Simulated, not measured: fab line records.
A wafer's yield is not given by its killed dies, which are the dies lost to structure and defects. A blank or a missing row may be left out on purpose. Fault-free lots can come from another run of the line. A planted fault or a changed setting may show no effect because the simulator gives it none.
Matching of chambers	flow n5Finfet	N5_BEOL_M0_SAQP_DESCUM_19 on rieDiel-06: 4 sister chambers
The step chemistry O2, time 7.9 s. 8 wafers are shown with their chamber, then 7 later ones without.

== WAFERS WITH THEIR CHAMBER ==
wafer	chamber	drypumpMotorCurrentA (A)	showerheadPlenumPTorr (Torr)
L596.1	1	5.9	2.06
L600.2	0	6.1	2.11
L600.5	3	6.8	1.97
L606.2	2	4.9	2.07
L606.3	3	6.8	1.96
L606.5	0	6.1	2.10
L608.1	2	4.9	2.07
L608.2	1	6.0	2.06

== WAFERS WITHOUT THEIR CHAMBER ==
wafer	drypumpMotorCurrentA (A)	showerheadPlenumPTorr (Torr)
L608.3	6.8	1.96
L615.2	6.0	2.06
L615.3	4.9	2.06
L615.6	6.1	2.10
L616.3	4.9	2.06
L616.5	6.0	2.06
L616.6	6.1	2.10

== CHAMBER TAKEN BY EACH ==
wafer	from the rows above	in truth
L608.3	3	3
L615.2	1	1
L615.3	2	2
L615.6	0	0
L616.3	2	2
L616.5	1	1
L616.6	0	0
Correctly placed: 7 of 7. Number that these rows cannot place: 0. Number placed wrongly: 0.
How it was worked out, from the rows above alone: a wafer's distance from a chamber is the root of the sum, over the readings, of the square of ((its reading less the chamber's mean) divided by the reading's scatter). If the next closest chamber is less than 2 further off than the closest, the wafer can't be placed; otherwise it belongs to the closest. Each chamber's mean is taken over the wafers shown for it. The scatter: take each reading less its chamber's mean, square it, sum over the shown wafers, divide by the number of wafers less the number of chambers, and take the root.
